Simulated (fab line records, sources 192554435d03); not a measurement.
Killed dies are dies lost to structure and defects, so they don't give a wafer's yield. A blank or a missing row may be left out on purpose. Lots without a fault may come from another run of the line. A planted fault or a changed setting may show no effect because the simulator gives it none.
Split-lot experiment | flow n5_finfet | 7 lots, 39 wafers read, on a route of 1938 steps

THE SPLIT
At N5_BEOL_M14_ILD_DEP_00 (deposits SiO2 from TEOS/O2, target thk 1119.3 nm, time 237.4 s), the setting target_thk_a was moved away from the recipe's 11193 angstrom on 15 of the 39 wafers read, by -37.8% to +30.2%. The other wafers ran this setting at the recipe's value.

The file shows no step between the split and the reading.

THE READING
M14_ILD_THK, in nm, at N5_BEOL_M14_THK_MEAS_01. Fault-free wafers of this fab line usually give 1119 nm, standard deviation 16 nm.

wafer  | tool, chamber at the split | target_thk_a as run, angstrom | against the recipe | M14_ILD_THK, nm | against lot-mates on the recipe
L075.1 | pecvd-04, 2                | 11193                         | recipe             | 1119            | -
L075.2 | pecvd-04, 0                | 6958                          | -37.8%             | 691             | -436
L075.3 | pecvd-04, 2                | 11193                         | recipe             | 1133            | -
L075.4 | pecvd-04, 0                | 6958                          | -37.8%             | 701             | -426
L075.5 | pecvd-04, 0                | 6958                          | -37.8%             | 698             | -429
L075.6 | pecvd-04, 2                | 11193                         | recipe             | 1128            | -
L074.1 | pecvd-01, 2                | 11193                         | recipe             | 1127            | -
L074.2 | pecvd-01, 0                | 11193                         | recipe             | 1091            | -
L074.3 | pecvd-01, 1                | 7094                          | -36.6%             | 705             | -400
L074.4 | pecvd-01, 0                | 11193                         | recipe             | 1097            | -
L074.5 | pecvd-01, 1                | 7094                          | -36.6%             | 728             | -377
L074.6 | pecvd-01, 2                | 7094                          | -36.6%             | 728             | -377
L080.1 | pecvd-02, 0                | 11193                         | recipe             | 1090            | -
L080.2 | pecvd-02, 1                | 8728                          | -22.0%             | 853             | -253
L080.3 | pecvd-02, 2                | 8728                          | -22.0%             | 866             | -240
L080.4 | pecvd-02, 1                | 11193                         | recipe             | 1108            | -
L080.5 | pecvd-02, 2                | 8728                          | -22.0%             | 890             | -216
L080.6 | pecvd-02, 0                | 11193                         | recipe             | 1119            | -
L081.2 | pecvd-02, 0                | 11193                         | recipe             | 1095            | -
L081.5 | pecvd-02, 1                | 11193                         | recipe             | 1120            | -
L081.6 | pecvd-02, 2                | 11193                         | recipe             | 1124            | -
L083.1 | pecvd-04, 1                | 11193                         | recipe             | 1097            | -
L083.2 | pecvd-04, 2                | 14570                         | +30.2%             | 1470            | +350
L083.3 | pecvd-04, 0                | 14570                         | +30.2%             | 1453            | +333
L083.4 | pecvd-04, 1                | 11193                         | recipe             | 1113            | -
L083.5 | pecvd-04, 0                | 14570                         | +30.2%             | 1481            | +361
L083.6 | pecvd-04, 2                | 11193                         | recipe             | 1149            | -
L086.1 | pecvd-01, 1                | 11193                         | recipe             | 1112            | -
L086.2 | pecvd-01, 2                | 11193                         | recipe             | 1113            | -
L086.3 | pecvd-01, 0                | 11193                         | recipe             | 1084            | -
L086.4 | pecvd-01, 2                | 11193                         | recipe             | 1122            | -
L086.5 | pecvd-01, 1                | 11193                         | recipe             | 1127            | -
L086.6 | pecvd-01, 0                | 11193                         | recipe             | 1108            | -
L091.1 | pecvd-01, 1                | 7801                          | -30.3%             | 772             | -334
L091.2 | pecvd-01, 2                | 11193                         | recipe             | 1127            | -
L091.3 | pecvd-01, 0                | 11193                         | recipe             | 1089            | -
L091.4 | pecvd-01, 0                | 11193                         | recipe             | 1101            | -
L091.5 | pecvd-01, 2                | 7801                          | -30.3%             | 788             | -318
L091.6 | pecvd-01, 1                | 7801                          | -30.3%             | 782             | -324

THE FIT
A straight line over all 39 wafers: M14_ILD_THK changes by +11.1 nm for each +1% of target_thk_a; r = +1.00; the points scatter about the line by 16 nm.
The same after taking each lot's own level away (the mean of its wafers on the recipe; 39 wafers): +11.1 nm for each +1%; r = +1.00; scatter 16 nm.
On that fit, the largest move of target_thk_a shifts the reading by 4.2e+02 nm.
The lots' own levels span 1105.0 to 1126.7 nm, that is 1.4 times the standard deviation above.
So the lot-to-lot level changes the slope little: the two slopes agree.
Check: with one of the wafers moved furthest among these (-37.8%) left out of the fit, the line predicts -413 nm for it against its lot-mates. It came out at -436 nm against them.

OTHER SPLITS ON THESE WAFERS
These wafers also went through other splits before the reading. Each is held against what the fit with the lots' levels taken away leaves over:
other split on the same wafers    | wafers away from the commonest value | r with M14_ILD_THK (lot level and that fit taken away)
N5_BEOL_M13_TRENCH_ETCH_34 time_s | 18                                   | -0.06

THE WHOLE CHAIN: every reading that the file lists as answering this split, in the file's order
step                    | what it does                                                   | reading                                                                             | change (the file's fit)              | r (the file's)
N5_BEOL_M14_ILD_DEP_00  | deposits SiO2 from TEOS/O2, target thk 1119.3 nm, time 237.4 s | SiO2_of_BEOL_M14_ILD_DEP_00.thk_nm (the simulator's own value, which no gauge read) | +11 nm for each +1% of the setting   | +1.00
N5_BEOL_M14_THK_MEAS_01 |                                                                | M14_ILD_THK                                                                         | +11 for each +1% of the setting      | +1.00
N5_BEOL_M14_VIA_ETCH_16 | etches SiO2 in C4F8/O2/Ar, target depth 1231.3 nm              | etch.depth_nm (the simulator's own value, which no gauge read)                      | +11 nm for each +1% of the setting   | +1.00
N5_BEOL_M14_VIA_ETCH_16 | etches SiO2 in C4F8/O2/Ar, target depth 1231.3 nm              | coat_of_BEOL_M14_COAT_04.thk_nm (the simulator's own value, which no gauge read)    | -2.55 nm for each +1% of the setting | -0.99

THE FILE'S OWN FIT
M14_ILD_THK changes by +11 nm for each +1% of target_thk_a, r = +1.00.
